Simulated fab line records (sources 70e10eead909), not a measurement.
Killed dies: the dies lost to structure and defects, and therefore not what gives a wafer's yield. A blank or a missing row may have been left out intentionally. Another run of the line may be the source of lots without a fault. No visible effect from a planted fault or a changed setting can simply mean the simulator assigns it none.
Chamber matching ; flow nand_harc ; rie_diel-11 running NHARC_A_STAIRCASE_DESCUM_186: 4 sister chambers
The step chemistry O2, time 3 s. 8 wafers are shown with their chamber, then 7 later ones without.

## WAFERS, EACH WITH ITS CHAMBER
wafer;chamber;drypump_motor_current_A (A);showerhead_plenum_p_Torr (Torr)
L076.6;0;6.0;1.96
L078.5;1;5.1;1.81
L085.3;0;6.0;1.96
L085.4;1;5.1;1.80
L086.3;3;5.5;1.82
L086.6;2;5.1;1.83
L088.2;2;5.1;1.83
L088.5;3;5.4;1.82

## WAFERS WHOSE CHAMBER IS MISSING
wafer;drypump_motor_current_A (A);showerhead_plenum_p_Torr (Torr)
L088.6;5.1;1.83
L090.1;6.0;1.95
L090.3;5.1;1.80
L090.4;5.5;1.81
L094.1;5.1;1.80
L094.3;6.0;1.95
L094.5;5.1;1.83

## WHICH CHAMBER EACH ONE RAN IN
wafer;from the rows above;in truth
L088.6;2;2
L090.1;0;0
L090.3;1;1
L090.4;3;3
L094.1;1;1
L094.3;0;0
L094.5;2;2
Placed correctly: 7 of 7. Left unplaced by these rows: 0. 0 placed wrongly.
How it was worked out, from the rows above alone: a wafer's distance from a chamber is the root of the sum, over the readings, of the square of ((its reading less the chamber's mean) divided by the reading's scatter). The wafer belongs to the nearest chamber; if the next one is less than 2 further off, it can't be placed. The mean given for a chamber averages the wafers shown for that chamber. The scatter: the root of (the sum of the squares of (reading less its chamber's mean) over the shown wafers, divided by (wafers less chambers)).
